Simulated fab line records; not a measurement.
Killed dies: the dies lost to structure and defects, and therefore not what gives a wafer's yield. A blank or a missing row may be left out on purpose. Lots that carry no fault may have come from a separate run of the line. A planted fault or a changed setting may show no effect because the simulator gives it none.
Which tool did it? -- flow n5 finfet -- route of 1938 steps, sampled at 1 step: 11 lots, 33 wafers

## WHAT THE GAUGES READ, wafer by wafer
N5_BEOL_M7_INSPECT_58: inspects for defects (darkfield).
lot,measured,on,raw defect count
L075,day 9 05:41,defect inspect-02,89 60 88
L076,day 9 21:11,defect inspect-02,93 71 64
L078,day 10 11:28,defect inspect-01,83 126 71
L083,day 11 01:25,defect inspect-02,124 71 64
L082,day 11 07:58,defect inspect-02,99 85 89
L085,day 12 02:26,defect inspect-02,69 99 90
L089,day 12 22:03,defect inspect-02,110 131 130
L090,day 13 21:05,defect inspect-01,40 38 87
L093,day 14 10:20,defect inspect-02,39 75 27
L095,day 14 18:28,defect inspect-01,57 79 67
L096,day 15 10:08,defect inspect-02,67 89 107

## WHICH TOOL RAN EACH LOT (tool, then ch and the chambers of the sampled wafers, then the start)
There is no process step in the record ahead of these readings.

## THE ANSWER, worked out from the rows above alone
Rule: the lots themselves supply what counts as usual. The widest of any qualifying gaps counts: lots, ordered by their means at a reading, are off when they make up no more than a third of the lots, leave a main group of 4 or more, and stand apart from it by 3 or more times the standard deviation of that group's means. If all means in a main group match to the digits the tables above print for the reading, that group is not used. A lot without any number at a reading at which 4 lots or more have one is off too. The other lots that the step has rows for count as sound.
No lot is off at any reading shown: from this, nothing can be told.

## WHAT THE SIMULATOR PUT IN
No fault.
